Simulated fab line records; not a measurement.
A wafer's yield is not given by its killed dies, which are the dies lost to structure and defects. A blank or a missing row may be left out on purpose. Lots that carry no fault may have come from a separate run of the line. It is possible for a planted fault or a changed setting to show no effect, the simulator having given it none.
fab line records ; flow n5-finfet ; part 1 of 2: steps 1 to 16 of 27
record lots=5; wafers=15; last-day=18
route steps=1938 shown BEOL_M4@1061
lots that met no fault: from a run of the same line without faults
start-h: the number of hours between the record's first day and the start of the first shown wafer of the lot ; wait-h: time in hours since the lot's previous step ; " same as the row above ; L1.1+2: a row that stands for several wafers ; - either no value or no given start ; * or withheld: withheld ; < > ~ a bound
route shown NAME@n: a module of which the file shows steps, and the number in the route of the first ; usual: the fault-free wafers' mean and standard deviation ; same: alike in all rows ; chamber/n: place in a boat ; sites: per-site readings ; _std_site: standard deviation of those values ; _edge_site: outer sites' mean less inner sites' ; radius-mm: for every site, how far away it sits from the centre of the wafer ; mask NAME#n: copy n ; behind: the last tool/chamber to shape the wafer ; hold: why the lot went on hold/how many hours it stayed there/how the hold came to an end ; device: whichever transistor did not switch (one of n, p or np) ; end of line: at the end of the route, the tests of the same wafers ; where a step has no rows: the recipe by itself ; killed: the dies lost at the first sort to structure and to defects; this is not the yield of the wafer ; map: dies across one wafer; x = killed, . = not, _ = none there
set.NAME: setting as actually run; set.NAME@STEP: the setting as run at that earlier step ; model.NAME: the simulator's own value behind a step, which no gauge read
certain route steps with their lots: each step a table, each wafer a row
services: when a tool's chamber went out of use (start-h, in hours from the record's first day, below 0 if earlier), for how many hours, and the reason
## steps
# step N5_BEOL_M4_ETCH_69
# recipe chemistry=CF4; target=SiARC; target-depth-a=156; mask-material=CAR-EUV; time-s=26; ion-energy-ev=80; pressure-mtorr=40; source-w=545; bias-w=36; Ar_flow_sccm=100; cf4-flow-sccm=100; ends=cleared
# usual cf4-flow-sccm=100.03/0.28; drypump-motor-current-A=5.8/0.6; etch-rf-on-time-s=26.4/0.69; oes-product-au=0.63/0.052; rf-fwd-power-W=533.2/2.5; rf-vpp-V=183.7/1.1; showerhead-plenum-p-Torr=2.12/0.069; throttle-valve-pct=15.71/0.3
lot.wafer;tool;chamber;start-h;wait-h;cf4-flow-sccm;drypump-motor-current-A;etch-rf-on-time-s;oes-product-au;rf-fwd-power-W;rf-hours-counter-h;rf-vpp-V;showerhead-plenum-p-Torr;throttle-valve-pct
L076.1;rie-diel-02;3;162.15;0.0;100.44;5.7;25.6;0.62;531.8;197;182.0;2.13;15.81
L076.2;rie-diel-02;1;162.15;0.0;99.90;6.7;26.0;0.71;531.2;73;185.9;2.26;15.34
L076.5;rie-diel-02;2;162.15;0.0;100.24;6.1;27.0;0.66;529.9;-;183.9;2.16;15.58
L077.1;rie-diel-05;2;176.31;0.0;100.18;6.2;26.3;0.61;532.7;197;183.5;2.14;15.97
L077.2;rie-diel-05;1;176.31;0.0;100.10;6.7;26.9;0.65;533.3;112;184.7;2.16;15.27
L077.5;rie-diel-05;3;176.31;0.0;99.88;5.5;26.7;0.72;533.3;-;184.3;2.09;15.41
L090.2;rie-diel-02;2;276.63;0.0;99.90;6.1;27.0;0.63;532.2;145;184.8;2.14;15.65
L090.4;rie-diel-02;3;276.63;0.0;100.36;5.7;25.6;0.59;530.8;237;185.5;2.12;15.90
L090.6;rie-diel-02;1;276.63;0.0;100.18;6.7;26.1;0.67;532.3;-;186.2;2.25;15.43
L091.4;rie-diel-05;0;285.93;0.0;99.81;6.4;24.8;0.69;536.3;132;184.7;2.16;15.68
L091.5;rie-diel-05;0;285.93;0.0;99.38;6.4;24.8;0.68;534.5;-;183.9;2.16;15.68
L091.6;rie-diel-05;1;285.93;0.0;99.36;6.6;27.2;0.62;533.7;-;182.7;2.14;15.34
L093.1;rie-diel-05;1;289.81;0.0;100.33;6.7;26.8;0.63;533.7;150;184.8;2.14;15.33
L093.3;rie-diel-05;0;289.81;0.0;99.67;6.4;24.9;0.67;538.3;133;184.4;2.16;15.68
L093.4;rie-diel-05;3;289.81;0.0;100.03;5.5;26.4;0.69;531.2;83;183.0;2.08;15.46
# step N5_BEOL_M4_ALD_98
# recipe material=SiO2; target-thk-a=25; temp-c=100; ald-precursor-family=BDEAS; ald-co-reactant=O2-plasma; pulse-time-s=1; co-reactant-pulse-time-s=1; purge-time-s=2; co-reactant-purge-time-s=2; ald-cycles=17; pressure-torr=2
# usual chamber-pressure-Torr=2.000/0.004; heater-power-w=75/7.6; precursor-pulse-height-rel=1.000/0.021
lot.wafer;tool;chamber;start-h;wait-h;chamber-pressure-Torr;heater-power-w;precursor-pulse-height-rel
L076.1;ald-sin-04;2;162.23;0.1;2.001;80;0.994
L076.2;ald-sin-04;0;162.23;0.1;2.004;65;0.972
L076.5;ald-sin-04;1;162.23;0.1;1.995;84;1.001
L077.1;ald-sin-02;1;176.65;0.3;2.001;79;1.021
L077.2;ald-sin-02;2;176.65;0.3;2.005;73;1.003
L077.5;ald-sin-02;3;176.65;0.3;1.997;67;1.011
L090.2;ald-sin-03;0;276.80;0.1;2.005;74;1.004
L090.4;ald-sin-03;3;276.80;0.1;1.997;72;1.022
L090.6;ald-sin-03;3;276.80;0.1;1.995;71;1.013
L091.4;ald-sin-03;3;286.01;0.1;2.006;73;1.021
L091.5;ald-sin-03;0;286.01;0.1;1.999;75;0.973
L091.6;ald-sin-03;3;286.01;0.1;1.999;70;0.990
L093.1;ald-sin-04;2;290.73;0.9;1.997;79;0.951
L093.3;ald-sin-04;3;290.73;0.9;2.007;90;1.010
L093.4;ald-sin-04;0;290.73;0.9;1.998;66;1.042
# step N5_BEOL_M4_ETCHBACK_99
# recipe chemistry=CHF3; target=SiO2; target-depth-a=50; time-s=10.4; source-w=215; bias-w=47; Ar_flow_sccm=200; CHF3_flow_sccm=12; ion-energy-ev=100; pressure-mtorr=30
# usual drypump-motor-current-A=5.9/0.53; oes-product-au=0.76/0.064; rf-fwd-power-W=212.6/0.98; rf-vpp-V=243/4.5; showerhead-plenum-p-Torr=2.15/0.066; throttle-valve-pct=17.14/0.24
lot.wafer;tool;chamber;start-h;wait-h;drypump-motor-current-A;oes-product-au;rf-fwd-power-W;rf-hours-counter-h;rf-vpp-V;showerhead-plenum-p-Torr;throttle-valve-pct
L076.1;rie-diel-05;3;170.49;8.2;5.5;0.85;211.4;45;245;2.11;16.94
L076.2;rie-diel-05;2;170.49;8.2;6.3;0.72;211.4;194;239;2.15;17.46
L076.5;rie-diel-05;1;170.49;8.2;6.7;0.78;213.0;-;247;2.19;16.80
L077.1;rie-diel-02;3;179.68;3.0;5.7;0.72;212.9;203;238;2.15;17.33
L077.2;rie-diel-02;1;179.68;3.0;6.7;0.82;212.3;79;237;2.28;16.83
L077.5;rie-diel-02;2;179.68;3.0;6.1;0.78;212.0;-;244;2.16;17.03
L091.4;rie-diel-05;1;286.85;0.8;6.7;0.74;212.9;150;245;2.17;16.88
L091.5;rie-diel-05;1;286.85;0.8;6.7;0.73;212.5;-;246;2.17;16.89
L091.6;rie-diel-05;0;286.85;0.8;6.4;0.80;214.0;-;247;2.18;17.19
L090.2;rie-diel-06;2;297.98;21.1;4.9;0.65;213.3;249;244;2.22;17.64
L090.4;rie-diel-06;1;297.98;21.1;5.5;0.68;215.0;-;249;2.04;17.55
L090.6;rie-diel-06;3;297.98;21.1;5.0;0.70;212.5;-;242;2.05;16.79
L093.1;rie-diel-05;0;304.00;13.2;6.4;0.78;214.0;137;245;2.17;17.20
L093.3;rie-diel-05;1;304.00;13.2;6.6;0.73;212.1;155;245;2.17;16.89
L093.4;rie-diel-05;3;304.00;13.2;5.5;0.79;212.3;87;245;2.09;17.01
# step N5_BEOL_M4_ETCH_70
# recipe chemistry=N2/H2; target=SOC; target-depth-a=800; overetch-a=240; mask-material=SiARC; temp-c=40; time-s=130; ion-energy-ev=200; pressure-mtorr=30; source-w=840; bias-w=150; n2-flow-sccm=200; h2-flow-sccm=200
# usual drypump-motor-current-A=5.9/0.53; oes-product-au=0.56/0.043; rf-fwd-power-W=835.8/2.6; rf-vpp-V=523.5/2.1; showerhead-plenum-p-Torr=2.53/0.074; throttle-valve-pct=17.81/0.29
lot.wafer;tool;chamber;start-h;wait-h;drypump-motor-current-A;oes-product-au;rf-fwd-power-W;rf-hours-counter-h;rf-vpp-V;showerhead-plenum-p-Torr;throttle-valve-pct
L076.1;rie-diel-05;3;170.53;0.0;5.5;0.64;836.2;45;520.8;2.48;17.70
L076.2;rie-diel-05;2;170.53;0.0;6.2;0.53;833.5;195;522.0;2.54;18.28
L076.5;rie-diel-05;1;170.53;0.0;6.7;0.58;836.3;-;523.5;2.55;17.42
L077.1;rie-diel-02;3;179.72;0.0;5.7;0.53;838.4;203;523.2;2.50;17.89
L077.2;rie-diel-02;1;179.72;0.0;6.7;0.60;838.1;79;527.4;2.67;17.31
L077.5;rie-diel-02;2;179.72;0.0;6.1;0.57;835.6;-;522.9;2.57;17.83
L091.4;rie-diel-05;1;286.89;0.0;6.7;0.55;835.3;150;524.3;2.54;17.48
L091.5;rie-diel-05;1;286.89;0.0;6.7;0.55;835.0;-;523.1;2.54;17.47
L091.6;rie-diel-05;0;286.89;0.0;6.4;0.58;837.6;-;524.6;2.55;17.78
L090.2;rie-diel-06;2;298.02;0.0;4.9;0.50;839.1;249;525.0;2.61;18.31
L090.4;rie-diel-06;1;298.02;0.0;5.5;0.50;837.1;-;520.0;2.40;18.33
L090.6;rie-diel-06;3;298.02;0.0;5.0;0.52;838.0;-;520.7;2.42;17.55
L093.1;rie-diel-05;0;304.04;0.0;6.4;0.57;834.5;137;521.8;2.55;17.80
L093.3;rie-diel-05;1;304.04;0.0;6.7;0.54;835.8;155;522.8;2.53;17.50
L093.4;rie-diel-05;3;304.04;0.0;5.5;0.60;837.2;87;522.1;2.47;17.76
# step N5_BEOL_M4_STRIP_71
# recipe chemistry=N2/H2; temp-c=40; n2-flow-sccm=200; h2-flow-sccm=200; rf-frequency-hz=6e+07
lot.wafer;tool;chamber;start-h;wait-h
L076.1+2+5;rie-diel-05;3,2,1;170.61;0.0
L077.1+2+5;rie-diel-02;3,1,2;179.81;0.0
L091.4+5+6;rie-diel-05;1,1,0;286.98;0.0
L090.2+4+6;rie-diel-06;2,1,3;298.10;0.0
L093.1+3+4;rie-diel-05;0,1,3;304.12;0.0
# step N5_BEOL_M4_STRIP_78
# recipe chemistry=N2/H2; temp-c=40; n2-flow-sccm=200; h2-flow-sccm=200; rf-frequency-hz=6e+07
lot.wafer;tool;chamber;start-h;wait-h
L076.1+2+5;rie-diel-05;3,2,1;170.62;0.0
L077.1+2+5;rie-diel-02;3,1,2;179.82;0.0
L091.4+5+6;rie-diel-05;1,1,0;286.99;0.0
L090.2+4+6;rie-diel-06;2,1,3;298.11;0.0
L093.1+3+4;rie-diel-05;0,1,3;304.13;0.0
# step N5_BEOL_M4_VIA_ETCH_34
# recipe chemistry=C4F6/O2; target-depth-a=694; mask-material=SOC; pressure-mtorr=15; ion-energy-ev=250; taper-deg=4; time-s=65.9; source-w=350; bias-w=170; Ar_flow_sccm=300; C4F6_flow_sccm=10; O2_flow_sccm=10
# usual C4F6_flow_sccm=9.999/0.029; drypump-motor-current-A=5.9/0.53; oes_o_777_au=0.75/0.059; oes-product-au=0.76/0.062; rf-fwd-power-W=347.2/1.4; rf-vpp-V=672/12; showerhead-plenum-p-Torr=2.84/0.083; throttle-valve-pct=30.9/0.33
lot.wafer;tool;chamber;start-h;wait-h;C4F6_flow_sccm;drypump-motor-current-A;oes_o_777_au;oes-product-au;rf-fwd-power-W;rf-hours-counter-h;rf-vpp-V;showerhead-plenum-p-Torr;throttle-valve-pct
L076.1;rie-diel-05;3;170.63;0.0;10.053;5.4;0.84;0.84;346.9;45;677;2.79;30.8
L076.2;rie-diel-05;2;170.63;0.0;9.971;6.2;0.71;0.71;344.5;195;663;2.85;31.4
L076.5;rie-diel-05;1;170.63;0.0;9.971;6.7;0.77;0.77;345.5;-;678;2.88;30.5
L077.1;rie-diel-02;3;179.83;0.0;9.974;5.7;0.76;0.72;347.0;203;661;2.84;31.2
L077.2;rie-diel-02;1;179.83;0.0;10.022;6.7;0.81;0.82;346.5;79;654;3.01;30.5
L077.5;rie-diel-02;2;179.83;0.0;9.930;6.1;0.76;0.77;347.0;-;673;2.85;30.7
L091.4;rie-diel-05;1;287.00;0.0;9.999;6.7;0.74;0.74;349.6;150;680;2.87;30.6
L091.5;rie-diel-05;1;287.00;0.0;9.969;6.7;0.73;0.73;348.8;-;679;2.87;30.5
L091.6;rie-diel-05;0;287.00;0.0;10.004;6.4;0.80;0.79;347.3;-;680;2.87;30.9
L090.2;rie-diel-06;2;298.12;0.0;9.997;4.9;0.62;0.65;348.9;249;678;2.92;31.4
L090.4;rie-diel-06;1;298.12;0.0;9.956;5.4;0.67;0.67;347.5;-;688;2.69;31.4
L090.6;rie-diel-06;3;298.12;0.0;9.990;5.0;0.69;0.69;346.5;-;668;2.71;30.2
L093.1;rie-diel-05;0;304.14;0.0;9.972;6.4;0.79;0.79;348.5;137;680;2.87;31.0
L093.3;rie-diel-05;1;304.14;0.0;10.027;6.6;0.72;0.74;350.0;155;678;2.86;30.6
L093.4;rie-diel-05;3;304.14;0.0;10.000;5.5;0.79;0.80;345.5;87;674;2.77;30.9
# step N5_BEOL_M4_STRIP_83
# recipe chemistry=C4F6/O2; resist=SiARC; rf-frequency-hz=6e+07
lot.wafer;tool;chamber;start-h;wait-h
L076.1+2+5;rie-diel-05;3,2,1;170.68;0.0
L077.1+2+5;rie-diel-02;3,1,2;179.88;0.0
L091.4+5+6;rie-diel-05;1,1,0;287.05;0.0
L090.2+4+6;rie-diel-06;2,1,3;298.17;0.0
L093.1+3+4;rie-diel-05;0,1,3;304.19;0.0
# step N5_BEOL_M4_STRIP_36
# recipe chemistry=N2/H2; power-w=450; temp-c=40; pressure-mtorr=20; rf-frequency-hz=6e+07; overash-fraction=0.3; bias-power-w=7; h2-frac=0.5; n2-flow-sccm=200; h2-flow-sccm=200
# usual drypump-motor-current-A=5.9/0.53; oes-product-au=0.76/0.064; rf-vpp-V=59.2/1.5; showerhead-plenum-p-Torr=2.53/0.074; throttle-valve-pct=23.6/0.38
# same overash-fraction=0.3
lot.wafer;tool;chamber;start-h;wait-h;drypump-motor-current-A;oes-product-au;rf-hours-counter-h;rf-vpp-V;showerhead-plenum-p-Torr;throttle-valve-pct
L076.1;rie-diel-05;3;170.69;0.0;5.5;0.85;45;59.3;2.48;23.6
L076.2;rie-diel-05;2;170.69;0.0;6.2;0.70;195;61.1;2.53;24.3
L076.5;rie-diel-05;1;170.69;0.0;6.7;0.77;-;59.6;2.55;23.2
L077.1;rie-diel-02;3;179.89;0.0;5.7;0.70;203;59.5;2.50;23.7
L077.2;rie-diel-02;1;179.89;0.0;6.7;0.81;79;59.1;2.67;22.9
L077.5;rie-diel-02;2;179.89;0.0;6.1;0.77;-;58.2;2.56;23.7
L091.4;rie-diel-05;1;287.06;0.0;6.7;0.73;150;60.9;2.53;23.3
L091.5;rie-diel-05;1;287.06;0.0;6.7;0.72;-;58.9;2.53;23.2
L091.6;rie-diel-05;0;287.06;0.0;6.4;0.78;-;63.0;2.54;23.6
L090.2;rie-diel-06;2;298.18;0.0;4.9;0.66;249;59.0;2.60;24.1
L090.4;rie-diel-06;1;298.18;0.0;5.5;0.65;-;58.2;2.40;24.3
L090.6;rie-diel-06;3;298.18;0.0;5.0;0.71;-;58.5;2.42;23.2
L093.1;rie-diel-05;0;304.20;0.0;6.5;0.79;137;59.2;2.54;23.6
L093.3;rie-diel-05;1;304.20;0.0;6.7;0.72;155;59.6;2.53;23.3
L093.4;rie-diel-05;3;304.20;0.0;5.5;0.80;87;58.4;2.46;23.7
# step N5_BEOL_M4_TRENCH_ETCH_37
# recipe chemistry=C4F6/O2; target-depth-a=555.55; target=SiOC; time-s=29.2; ion-energy-ev=250; pressure-mtorr=30; source-w=355; bias-w=185; Ar_flow_sccm=300; C4F6_flow_sccm=10; O2_flow_sccm=10
# usual C4F6_flow_sccm=10.005/0.029; drypump-motor-current-A=5.9/0.53; oes_o_777_au=0.75/0.06; oes-product-au=0.76/0.063; rf-fwd-power-W=350.3/1.8; rf-vpp-V=672/12; showerhead-plenum-p-Torr=2.85/0.083; throttle-valve-pct=20.93/0.25
lot.wafer;tool;chamber;start-h;wait-h;C4F6_flow_sccm;drypump-motor-current-A;oes_o_777_au;oes-product-au;rf-fwd-power-W;rf-hours-counter-h;rf-vpp-V;showerhead-plenum-p-Torr;throttle-valve-pct
L076.1;rie-diel-05;3;-;-;10.002;5.5;0.84;0.84;348.8;45;677;2.79;20.77
L076.2;rie-diel-05;2;-;-;10.040;6.3;0.71;0.72;347.7;195;662;2.85;21.30
L076.5;rie-diel-05;1;-;-;10.027;6.7;0.77;0.77;350.8;-;679;2.89;20.59
L077.1;rie-diel-02;3;-;-;10.022;5.7;0.76;0.71;351.2;203;661;2.84;21.16
L077.2;rie-diel-02;1;-;-;10.062;6.8;0.81;0.82;351.1;79;655;3.01;20.61
L077.5;rie-diel-02;2;-;-;10.020;6.1;0.75;0.77;352.0;-;675;2.86;20.81
L091.4;rie-diel-05;1;-;-;9.985;6.7;0.74;0.73;349.7;150;678;2.87;20.66
L091.5;rie-diel-05;1;-;-;9.996;6.6;0.74;0.73;348.9;-;680;2.87;20.66
L091.6;rie-diel-05;0;-;-;9.997;6.4;0.80;0.79;348.7;-;680;2.87;20.99
L090.2;rie-diel-06;2;-;-;10.007;4.9;0.62;0.65;352.2;249;678;2.93;21.43
L090.4;rie-diel-06;1;-;-;9.924;5.5;0.67;0.67;351.4;-;686;2.70;21.33
L090.6;rie-diel-06;3;-;-;10.001;5.0;0.70;0.70;349.7;-;667;2.71;20.50
L093.1;rie-diel-05;0;-;-;9.973;6.4;0.80;0.79;350.7;137;680;2.87;21.00
L093.3;rie-diel-05;1;-;-;10.084;6.7;0.73;0.74;350.3;155;678;2.87;20.66
L093.4;rie-diel-05;3;-;-;9.986;5.5;0.79;0.80;350.2;87;677;2.78;20.85
# step N5_BEOL_M4_ETCH_41
# recipe chemistry=CH3F/O2; target=SiCN; target-depth-a=299; taper-deg=2; time-s=52.5; ion-energy-ev=120; mask-material=TiN; pressure-mtorr=30; source-w=395; bias-w=75; Ar_flow_sccm=150; CH3F_flow_sccm=30; O2_flow_sccm=20
# usual drypump-motor-current-A=5.9/0.53; oes-product-au=0.76/0.064; rf-fwd-power-W=391.1/1.5; rf-vpp-V=297.2/1.4; showerhead-plenum-p-Torr=2.00/0.06; throttle-valve-pct=16.38/0.24
lot.wafer;tool;chamber;start-h;wait-h;drypump-motor-current-A;oes-product-au;rf-fwd-power-W;rf-hours-counter-h;rf-vpp-V;showerhead-plenum-p-Torr;throttle-valve-pct
L076.1;rie-diel-05;3;-;-;5.5;0.86;389.2;45;296.1;1.96;16.19
L076.2;rie-diel-05;2;-;-;6.3;0.72;387.7;195;296.2;2.00;16.70
L076.5;rie-diel-05;1;-;-;6.6;0.78;392.8;-;298.3;2.03;16.04
L077.1;rie-diel-02;3;-;-;5.7;0.72;388.4;203;296.9;2.00;16.58
L077.2;rie-diel-02;1;-;-;6.7;0.82;390.5;79;299.6;2.12;16.08
L077.5;rie-diel-02;2;-;-;6.1;0.78;392.0;-;296.6;2.01;16.28
L091.4;rie-diel-05;1;-;-;6.7;0.73;390.0;150;297.2;2.02;16.11
L091.5;rie-diel-05;1;-;-;6.7;0.73;391.8;-;297.5;2.02;16.13
L091.6;rie-diel-05;0;-;-;6.4;0.80;393.4;-;298.3;2.02;16.41
L090.2;rie-diel-06;2;-;-;4.9;0.65;392.4;249;296.8;2.06;16.87
L090.4;rie-diel-06;1;-;-;5.5;0.68;393.9;-;295.3;1.89;16.78
L090.6;rie-diel-06;3;-;-;5.0;0.70;390.5;-;294.0;1.90;16.08
L093.1;rie-diel-05;0;-;-;6.4;0.79;391.2;137;295.6;2.02;16.43
L093.3;rie-diel-05;1;-;-;6.7;0.73;389.3;155;298.3;2.02;16.14
L093.4;rie-diel-05;3;-;-;5.4;0.80;387.5;87;297.1;1.95;16.27
# step N5_BEOL_M4_STRIP_97
# recipe chemistry=N2/H2; time-s=10; power-w=450; temp-c=40; pressure-mtorr=20; rf-frequency-hz=6e+07; bias-power-w=7; n2-flow-sccm=200; h2-flow-sccm=200
# usual drypump-motor-current-A=5.9/0.53; oes-product-au=0.76/0.064; rf-vpp-V=59.1/0.83; showerhead-plenum-p-Torr=2.53/0.074; throttle-valve-pct=23.6/0.38
lot.wafer;tool;chamber;start-h;wait-h;drypump-motor-current-A;oes-product-au;rf-hours-counter-h;rf-vpp-V;showerhead-plenum-p-Torr;throttle-valve-pct
L076.1;rie-diel-05;3;-;-;5.5;0.86;45;58.0;2.48;23.6
L076.2;rie-diel-05;2;-;-;6.2;0.72;195;58.6;2.53;24.3
L076.5;rie-diel-05;1;-;-;6.7;0.77;-;59.3;2.55;23.2
L077.1;rie-diel-02;3;-;-;5.7;0.72;203;58.0;2.50;23.7
L077.2;rie-diel-02;1;-;-;6.7;0.83;79;59.9;2.67;22.9
L077.5;rie-diel-02;2;-;-;6.1;0.78;-;57.7;2.56;23.7
L091.4;rie-diel-05;1;-;-;6.7;0.73;150;59.8;2.53;23.3
L091.5;rie-diel-05;1;-;-;6.7;0.73;-;58.9;2.53;23.3
L091.6;rie-diel-05;0;-;-;6.4;0.79;-;59.3;2.55;23.5
L090.2;rie-diel-06;2;-;-;4.9;0.66;249;58.0;2.60;24.1
L090.4;rie-diel-06;1;-;-;5.5;0.67;-;58.9;2.40;24.2
L090.6;rie-diel-06;3;-;-;5.0;0.70;-;60.6;2.42;23.2
L093.1;rie-diel-05;0;-;-;6.4;0.78;137;59.1;2.54;23.6
L093.3;rie-diel-05;1;-;-;6.6;0.73;155;59.1;2.53;23.3
L093.4;rie-diel-05;3;-;-;5.4;0.81;87;59.0;2.46;23.7
# step N5_BEOL_M4_OCD_MEAS_38
# usual trench-depth-nm=55.1/1
lot.wafer;tool;chamber;start-h;wait-h;trench-depth-nm
L076.1;ocd-02;-;170.89;-;54.4
L076.2;ocd-02;-;170.89;-;54.4
L076.5;ocd-02;-;170.89;-;53.9
L077.1;ocd-02;-;180.08;-;55.2
L077.2;ocd-02;-;180.08;-;54.8
L077.5;ocd-02;-;180.08;-;54.3
L091.4;ocd-02;-;287.26;-;53.0
L091.5;ocd-02;-;287.26;-;53.3
L091.6;ocd-02;-;287.26;-;57.4
L090.2;ocd-02;-;298.38;-;53.1
L090.4;ocd-02;-;298.38;-;53.8
L090.6;ocd-02;-;298.38;-;54.2
L093.1;ocd-02;-;304.39;-;57.0
L093.3;ocd-02;-;304.39;-;54.7
L093.4;ocd-02;-;304.39;-;55.5
# step N5_BEOL_M4_HM_STRIP_39
# recipe chemistry=peroxide-tin-strip; material=TiN; target-depth-a=250; temp-c=50; time-s=158
lot.wafer;tool;chamber;start-h;wait-h
L076.1+2+5;wet-bench-03;1,4,0;170.92;0.0
L077.1+2+5;wet-bench-01;6,3,7;180.11;0.0
L091.4+5+6;wet-bench-01;6,7,1;287.29;0.0
L090.2+4+6;wet-bench-03;4,1,0;298.41;0.0
L093.1+3+4;wet-bench-03;3,2,4;304.43;0.0
# step N5_BEOL_M4_SRD_40
# recipe time-s=30; temp-c=23; rinse-liquid=diw; dry=ipa-marangoni
lot.wafer;tool;chamber;start-h;wait-h
L076.1+2+5;wet-bench-03;1,4,0;170.96;0.0
L077.1+2+5;wet-bench-01;6,3,7;180.16;0.0
L091.4+5+6;wet-bench-01;6,7,1;287.34;0.0
L090.2+4+6;wet-bench-03;4,1,0;298.46;0.0
L093.1+3+4;wet-bench-03;3,2,4;304.47;0.0
# step N5_BEOL_M4_PRECLEAN_42
# recipe chemistry=residue-remover; time-s=60; temp-c=40
lot.wafer;tool;chamber;start-h;wait-h
L076.1+2+5;wet-bench-03;1,4,0;170.98;0.0
L077.1+2+5;wet-bench-01;6,3,7;180.17;0.0
L091.4+5+6;wet-bench-01;6,7,1;287.36;0.0
L090.2+4+6;wet-bench-03;4,1,0;298.47;0.0
L093.1+3+4;wet-bench-03;3,2,4;304.49;0.0
